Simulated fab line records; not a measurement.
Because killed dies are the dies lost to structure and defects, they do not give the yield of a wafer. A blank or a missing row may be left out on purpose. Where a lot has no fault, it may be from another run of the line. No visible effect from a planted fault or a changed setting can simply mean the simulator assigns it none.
fab line records	flow nand-harc
record lots=12	wafers=36	last-day=34
route steps=1302 shown A_M0@1148 END@1302
lots that met no fault: taken from a fault-free run of the same line
start-h: start of the lot's first displayed wafer, in hours after the record's first day	wait-h: time in hours since the lot's previous step	" as in the row above	L1.1+2: one row covering several wafers at once	- no value, or no start given	* or withheld: withheld	< > ~ a bound
route shown NAME@n: NAME is a module with steps in the file, n the number in the route of the first one	usual: mean/standard deviation of fault-free wafers	same: alike in all rows	chamber/n: place in a boat	sites: per-site readings	_std_site: the values' standard deviation	_edge_site: the outer-site mean with the inner-site mean subtracted	radius-mm: how far each site lies from the wafer's centre	mask NAME#n: copy n	behind: the last tool/chamber to shape the wafer	hold: the reason the lot was held/the length of the hold in hours/how it ended	device: transistor that didn't switch, given as n, p or np	end of line: the same wafers' tests at the end of the route	where a step has no rows: the recipe by itself	killed: the dies lost at the first sort to structure and to defects; this is not the yield of the wafer	map: a wafer's dies, x killed, . not, _ none there
set.NAME: the setting the step ran with; set.NAME@STEP: the setting that earlier step ran with	model.NAME: the simulator's own value behind a step, which no gauge read
route steps across a sampled set of lots; one table per step, one row per wafer
services: the hour from which a tool's chamber was out of use, counted from the record's first day as start-h (under 0 if before that day), plus the number of hours and why
## steps
# step NHARC_A_M0_OVL_MEAS_10
# recipe pitch-nm=160
# usual overlay-x-nm=0.1/0.92	overlay-y-nm=0.1/0.76
lot.wafer	tool	chamber	start-h	wait-h	overlay-x-nm	overlay-y-nm
L679.4	overlay-01	-	535.93	-	1.3	-0.2
L679.5	"	-	"	"	1.0	0.0
L679.6	"	-	"	"	1.2	-0.3
L682.4	overlay-01	-	559.48	-	0.7	-1.0
L682.5	"	-	"	"	0.2	-1.3
L682.6	"	-	"	"	0.6	-1.8
L683.1	overlay-01	-	570.46	-	1.2	0.4
L683.4	"	-	"	"	0.9	0.8
L683.5	"	-	"	"	1.0	1.1
L685.2	overlay-02	-	584.11	-	0.0	1.2
L685.3	"	-	"	"	0.1	1.6
L685.6	"	-	"	"	0.4	1.7
L684.3	overlay-02	-	585.36	-	-0.1	-0.8
L684.4	"	-	"	"	0.5	-0.2
L684.6	"	-	"	"	-0.4	0.0
L686.1	overlay-02	-	607.54	-	-0.9	-0.5
L686.3	"	-	"	"	-0.6	-0.5
L686.5	"	-	"	"	-0.7	-0.2
L688.2	overlay-02	-	619.24	-	-0.2	0.4
L688.3	"	-	"	"	-0.3	0.5
L688.4	"	-	"	"	-0.1	0.7
L687.1	overlay-01	-	620.39	-	-1.1	0.6
L687.2	"	-	"	"	-0.6	0.9
L687.6	"	-	"	"	-0.6	0.8
L691.1	overlay-01	-	666.84	-	0.6	1.4
L691.5	"	-	"	"	0.4	0.8
L691.6	"	-	"	"	1.0	1.5
L699.2	overlay-02	-	738.20	-	0.3	0.1
L699.4	"	-	"	"	-0.4	0.4
L699.6	"	-	"	"	0.6	0.7
L700.2	overlay-02	-	752.20	-	1.2	0.9
L700.4	"	-	"	"	0.9	1.0
L700.6	"	-	"	"	1.2	1.0
L701.4	overlay-02	-	767.61	-	0.6	-0.8
L701.5	"	-	"	"	0.5	-0.5
L701.6	"	-	"	"	0.8	-0.6
# step NHARC_A_M0_STRIP_18
# recipe power-w=1000	n2-flow-sccm=150	h2-flow-sccm=150	ar-flow-sccm=0	bias-w=0	chemistry=N2/H2
# usual drypump-motor-current-A=5.6/0.41	oes-product-au=0.997/0.0092	rf-vpp-V=90.6/0.94	showerhead-plenum-p-Torr=2.03/0.078	throttle-valve-pct=14.172/0.0091
# same bias-w=0
lot.wafer	tool	chamber	start-h	wait-h	drypump-motor-current-A	oes-product-au	rf-hours-counter-h	rf-vpp-V	showerhead-plenum-p-Torr	throttle-valve-pct
L679.4	rie-diel-11	2	536.45	0.1	5.7	1.008	4.9	90.5	2.02	14.156
L679.5	"	0	"	"	5.1	0.988	-	88.5	1.98	14.170
L679.6	"	1	"	"	5.4	1.014	-	91.0	2.05	14.181
L682.4	rie-diel-11	3	560.07	0.1	4.9	0.982	5.9	92.0	2.06	14.162
L682.5	"	0	"	"	5.0	0.982	-	90.6	1.98	14.177
L682.6	"	1	"	"	5.4	0.988	-	91.4	2.05	14.175
L683.1	rie-diel-11	3	570.93	0.1	4.9	0.978	6.8	88.9	2.06	14.145
L683.4	"	2	"	"	5.7	1.007	6.8	91.3	2.02	14.169
L683.5	"	3	"	"	4.9	0.974	-	90.4	2.06	14.175
L685.2	rie-diel-10	0	584.64	0.1	5.9	1.005	7.4	89.7	1.91	14.174
L685.3	"	1	"	"	5.6	1.000	7.1	90.9	1.93	14.173
L685.6	"	3	"	"	5.4	0.996	-	91.3	2.10	14.158
L684.3	rie-diel-11	2	585.83	0.1	5.7	1.006	7.6	90.9	2.02	14.167
L684.4	"	3	"	"	5.0	0.988	7.6	89.1	2.06	14.165
L684.6	"	2	"	"	5.7	1.013	-	89.2	2.02	14.175
L686.1	rie-diel-01	3	608.05	0.1	5.0	0.996	2.6	92.1	2.07	14.155
L686.3	"	1	"	"	6.6	0.993	3.5	90.6	2.18	14.182
L686.5	"	3	"	"	5.0	0.993	-	90.7	2.07	14.181
L688.4	rie-diel-10	2	619.71	0.1	6.1	1.021	0.6	92.6	2.09	14.172
L688.3	"	0	"	"	6.0	0.997	0.7	89.0	1.91	14.181
L688.2	"	1	"	"	5.7	0.994	0.5	89.3	1.93	14.170
L687.1	rie-diel-10	0	620.92	0.1	6.0	0.994	0.8	89.9	1.90	14.177
L687.2	"	1	"	"	5.6	0.992	0.6	89.7	1.93	14.175
L687.6	"	3	"	"	5.4	0.988	-	90.2	2.10	14.172
L691.1	rie-diel-10	0	667.40	0.1	5.9	0.997	3.9	90.5	1.90	14.149
L691.6	"	1	"	"	5.6	1.008	-	90.4	1.93	14.175
L691.5	"	3	"	"	5.4	1.002	-	90.3	2.10	14.159
L699.4	rie-diel-10	2	738.67	0.1	6.1	1.001	7.1	90.8	2.09	14.196
L699.2	"	3	"	"	5.4	0.994	9.5	91.5	2.10	14.178
L699.6	"	2	"	"	6.1	1.007	-	91.5	2.09	14.183
L700.2	rie-diel-01	1	752.67	0.1	6.6	1.001	0.1	92.5	2.17	14.176
L700.4	"	2	"	"	5.6	0.994	0.1	90.8	2.12	14.174
L700.6	"	1	"	"	6.6	0.994	-	91.4	2.17	14.179
L701.4	rie-diel-10	0	768.08	0.1	6.0	0.996	10.7	91.4	1.90	14.164
L701.6	"	0	"	"	5.9	0.991	-	89.0	1.90	14.146
L701.5	"	1	"	"	5.7	1.002	-	89.4	1.93	14.171
# step NHARC_A_M0_PVD_21
# recipe target-thk-a=300	chamber-pressure-pa=5	power-w=5000	substrate-temp-c=30	time-s=20.49	material=Cu
# usual chamber-pressure-pa=5.001/0.0095	throttle-valve-pct=29.6/1.2
lot.wafer	tool	chamber	start-h	wait-h	chamber-pressure-pa	throttle-valve-pct
L679.4	pvd-sputter-03	-	-	-	5.010	29.9
L679.6	"	-	"	"	4.990	29.3
L679.5	"	-	"	"	5.008	28.8
L682.4	pvd-sputter-01	-	-	-	5.001	28.8
L682.6	"	-	"	"	5.000	29.0
L682.5	"	-	"	"	4.998	31.3
L683.1	pvd-sputter-03	-	-	-	5.002	28.7
L683.4	"	-	"	"	5.001	30.6
L683.5	"	-	"	"	4.997	30.4
L685.3	pvd-sputter-02	-	-	-	5.012	28.6
L685.2	"	-	"	"	4.991	28.6
L685.6	"	-	"	"	5.004	29.0
L684.4	pvd-sputter-02	-	-	-	5.003	28.4
L684.3	"	-	"	"	5.017	28.2
L684.6	"	-	"	"	4.978	28.3
L686.1	pvd-sputter-01	-	-	-	4.991	29.3
L686.3	"	-	"	"	4.989	32.2
L686.5	"	-	"	"	5.001	31.5
L688.4	pvd-sputter-02	-	-	-	4.996	29.2
L688.2	"	-	"	"	5.000	28.4
L688.3	"	-	"	"	4.991	28.8
L687.1	pvd-sputter-03	-	-	-	4.988	29.4
L687.2	"	-	"	"	4.988	30.8
L687.6	"	-	"	"	5.002	29.1
L691.1	pvd-sputter-01	-	-	-	5.006	30.1
L691.5	"	-	"	"	4.997	32.0
L691.6	"	-	"	"	5.000	29.8
L699.2	pvd-sputter-01	-	-	-	5.001	31.4
L699.4	"	-	"	"	5.007	29.2
L699.6	"	-	"	"	5.017	29.3
L700.4	pvd-sputter-03	-	-	-	5.008	29.2
L700.2	"	-	"	"	4.978	30.2
L700.6	"	-	"	"	5.007	29.4
L701.4	pvd-sputter-03	-	-	-	4.988	29.2
L701.5	"	-	"	"	5.010	29.4
L701.6	"	-	"	"	5.021	30.4
# step NHARC_A_M0_ECD_22
# recipe target-thk-a=4000	bath-temp-c=25	material=Cu
lot.wafer	tool	chamber	start-h	wait-h
L679.4+5+6	ecd-cu-01	1,1,0	537.45	-
L682.4+5+6	ecd-cu-02	1,0,1	561.05	-
L683.1+4+5	ecd-cu-01	0,1,0	571.84	-
L685.2+3+6	ecd-cu-01	1,1,0	585.49	-
L684.4+3+6	ecd-cu-01	0,1,1	586.83	-
L686.1+3+5	ecd-cu-01	1,0,1	608.99	-
L688.2+4+3	ecd-cu-02	0,1,0	620.70	-
L687.1+2+6	ecd-cu-02	1,0,1	621.77	-
L691.1+5+6	ecd-cu-02	0,0,1	668.29	-
L699.2+4+6	ecd-cu-02	1,0,0	739.63	-
L700.2+4+6	ecd-cu-01	1,0,0	753.62	-
L701.4+5+6	ecd-cu-02	0,0,1	769.11	-
# step NHARC_A_M0_CMP_23
# recipe t-overpolish-s=20	target-thk-nm=113.75
# usual motor-current-A=11.0/0.92	time-to-endpoint-s=27.7/2.4
lot.wafer	tool	chamber	start-h	wait-h	motor-current-A	time-to-endpoint-s
L679.4	cmp-04	1	538.15	-	11.6	27.2
L679.6	"	2	"	"	10.1	26.8
L679.5	"	3	"	"	12.1	30.0
L682.4	cmp-04	2	561.65	-	10.1	21.6
L682.5	"	1	"	"	11.4	24.1
L682.6	"	2	"	"	9.7	26.3
L683.4	cmp-03	3	572.58	-	10.3	27.3
L683.1	"	0	"	"	10.5	30.3
L683.5	"	3	"	"	10.9	28.6
L685.2	cmp-03	1	586.23	-	11.8	26.8
L685.3	"	2	"	"	11.1	29.4
L685.6	"	1	"	"	11.6	29.1
L684.4	cmp-04	1	587.48	-	11.1	29.9
L684.3	"	2	"	"	9.7	28.6
L684.6	"	0	"	"	9.4	30.2
L686.1	cmp-04	0	609.67	-	9.7	27.9
L686.3	"	2	"	"	10.2	24.2
L686.5	"	0	"	"	9.6	26.0
L688.2	cmp-01	1	621.36	-	12.8	29.8
L688.4	"	2	"	"	11.5	29.4
L688.3	"	0	"	"	10.8	30.6
L687.1	cmp-03	1	622.49	-	11.5	29.6
L687.2	"	0	"	"	9.6	28.2
L687.6	"	2	"	"	11.1	28.3
L691.1	cmp-04	2	669.04	-	10.1	19.3
L691.6	"	1	"	"	11.7	25.2
L691.5	"	2	"	"	10.9	19.7
L699.4	cmp-01	1	740.30	-	12.8	34.4
L699.2	"	2	"	"	10.8	34.6
L699.6	"	2	"	"	11.2	32.8
L700.2	cmp-04	0	754.32	-	9.5	27.9
L700.4	"	1	"	"	11.1	25.8
L700.6	"	1	"	"	11.4	23.3
L701.4	cmp-01	1	769.79	-	12.1	27.7
L701.5	"	3	"	"	12.3	23.3
L701.6	"	0	"	"	10.8	23.6
# step NHARC_END_SORT_01
# recipe temp-c=25
# usual defect-limited-yield=91.2/2.8	killed-at-array=56/19	killed-at-other=0.8/1.1	killed-at-periphery=3.4/2.5	killed-dies=60/19	killed-open=2.9/1.7	killed-short=2.4/1.6
# same gross-dies=677
lot.wafer	tool	chamber	start-h	wait-h	defect-limited-yield[%]	killed-at-array	killed-at-other	killed-at-periphery	killed-dies	killed-open	killed-short
L682.4	prober-01	0	604.09	3.4	90.8	62	0	0	62	2	2
L682.5	prober-01	0	604.88	3.7	88.9	75	0	0	75	1	1
L682.6	prober-01	0	605.68	4.0	89.8	65	0	4	69	3	2
L686.1	prober-02	0	649.13	2.5	85.7	94	0	3	97	4	2
L686.3	prober-02	0	650.75	3.1	86.0	93	0	2	95	2	1
L686.5	prober-02	0	652.37	3.7	83.9	104	0	5	109	5	3
L688.2	prober-01	0	659.93	2.9	88.3	76	0	3	79	2	0
L688.3	prober-01	0	660.73	3.1	90.8	61	0	1	62	0	5
L688.4	prober-01	0	661.53	3.4	91.4	56	0	2	58	3	0
# killed by level:class
L682.4 A_SLIT:chamber-film-flake=25 A_CHANNEL_HOLE_D2:chamber-film-flake=23 A_CHANNEL_FILL_D1:chamber-film-flake=4 A_ONON_D1:geometric-particle:open=1 A_CHANNEL_FILL_D1:geometric-particle:short=1 A_CHANNEL_HOLE_D2:geometric-particle:open=1 A_STAIRCASE:geometric-particle:short=1 A_BONDPAD:chamber-film-flake=1
L682.5 A_CHANNEL_HOLE_D2:chamber-film-flake=30 A_SLIT:chamber-film-flake=28 A_CHANNEL_HOLE_D1:chamber-film-flake=6 A_DECK1_JOINT:chamber-film-flake=2 A_CHANNEL_FILL_D2:chamber-film-flake=2 A_STAIRCASE:chamber-film-flake=2 A_CONTACT:chamber-film-flake=2 A_CHANNEL_FILL_D1:geometric-particle:short=1
L682.6 A_CHANNEL_HOLE_D2:chamber-film-flake=25 A_SLIT:chamber-film-flake=25 A_CHANNEL_FILL_D1:chamber-film-flake=3 A_STAIRCASE:chamber-film-flake=3 P_GATE:chamber-film-flake=2 A_DECK1_JOINT:chamber-film-flake=2 P_GATE:geometric-particle:open=1 P_CONTACT:geometric-particle:open=1
L686.1 A_SLIT:chamber-film-flake=33 A_CHANNEL_HOLE_D1:chamber-film-flake=29 A_CHANNEL_HOLE_D2:chamber-film-flake=23 P_CONTACT:chamber-film-flake=2 A_DECK1_JOINT:chamber-film-flake=2 P_M0:geometric-particle:open=1 A_ONON_D1:geometric-particle:open=1 A_ONON_D1:geometric-particle:short=1
L686.3 A_SLIT:chamber-film-flake=36 A_CHANNEL_HOLE_D1:chamber-film-flake=26 A_CHANNEL_HOLE_D2:chamber-film-flake=22 A_STAIRCASE:chamber-film-flake=3 A_CONTACT:chamber-film-flake=2 P_M0:geometric-particle:open=1 A_DECK1_JOINT:geometric-particle:open=1 A_CHANNEL_FILL_D2:geometric-particle:short=1
L686.5 A_SLIT:chamber-film-flake=36 A_CHANNEL_HOLE_D1:chamber-film-flake=30 A_CHANNEL_HOLE_D2:chamber-film-flake=27 A_BLC:geometric-particle:open=2 A_CONTACT:chamber-film-flake=2 P_CONTACT:geometric-particle:short=1 P_CONTACT:geometric-particle:open=1 A_CHANNEL_HOLE_D2:geometric-particle:short=1
L688.2 A_SLIT:chamber-film-flake=40 A_CHANNEL_HOLE_D2:chamber-film-flake=18 A_CONTACT:chamber-film-flake=7 A_STAIRCASE:chamber-film-flake=3 A_WL_FILL:chamber-film-flake=3 P_STI:chamber-film-flake=2 A_DECK1_JOINT:chamber-film-flake=2 P_M0:geometric-particle:open=1
L688.3 A_SLIT:chamber-film-flake=31 A_CHANNEL_HOLE_D2:chamber-film-flake=16 A_CONTACT:chamber-film-flake=5 A_CHANNEL_HOLE_D1:chamber-film-flake=3 P_STI:geometric-particle:short=1 A_CHANNEL_HOLE_D1:geometric-particle:short=1 A_CHANNEL_FILL_D2:geometric-particle:short=1 A_STAIRCASE:geometric-particle:short=1
L688.4 A_SLIT:chamber-film-flake=32 A_CHANNEL_HOLE_D2:chamber-film-flake=11 A_STAIRCASE:chamber-film-flake=3 A_WL_FILL:chamber-film-flake=3 P_GATE:chamber-film-flake=2 A_ONON_D1:geometric-particle:open=1 A_CHANNEL_HOLE_D2:geometric-particle:open=1 A_CHANNEL_FILL_D2:geometric-particle:open=1
## services
tool	chamber	start-h	hours	kind
pvd-sputter-03	-	526.11	10.0	pm
cmp-04	-	537.54	0.3	repair
rie-diel-10	0	548.78	4.7	repair
rie-diel-10	2	555.18	27.8	repair
rie-diel-11	3	555.90	2.5	repair
ecd-cu-01	-	566.39	0.6	repair
ecd-cu-02	-	595.53	1.8	repair
rie-diel-10	-	596.52	9.0	pm
pvd-sputter-03	-	602.86	2.8	repair
cmp-04	-	604.37	4.0	pm
cmp-04	-	616.85	0.9	repair
pvd-sputter-03	-	638.27	7.2	repair
rie-diel-10	2	665.25	6.4	repair
rie-diel-10	2	675.20	2.6	repair
ecd-cu-01	-	681.20	1.5	repair
pvd-sputter-03	-	682.83	1.3	repair
ecd-cu-02	-	684.73	0.8	repair
ecd-cu-01	-	688.27	8.0	pm
ecd-cu-02	-	700.37	1.2	repair
cmp-04	-	702.37	4.0	pm
pvd-sputter-03	-	704.11	10.0	pm
ecd-cu-02	-	706.68	2.1	repair
rie-diel-10	0	720.43	2.3	repair
cmp-04	-	739.99	0.5	repair
## key
first-sign step=NHARC_A_M0_CMP_23	reading=time-to-endpoint-s	direction=down	sigmas=3.4	usual=*	struck=*
effect none on later readings
met-at NHARC_A_M0_ECD_22
struck-lots L691
struck-wafers L691.1,L691.5
not-acting-at NHARC_A_M0_OVL_MEAS_10,NHARC_A_M0_STRIP_18,NHARC_A_M0_PVD_21
onset-between 621.77 668.29
fault kind=process-parameter-drift	tool=ecd-cu-02	chamber=-	onset-h=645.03	steps=NHARC_A_M0_ECD_22	channel=target-thk-a	offset=*	shape=step	end-h=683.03	scope=struck-wafers-only	acts-in=*	stated=*
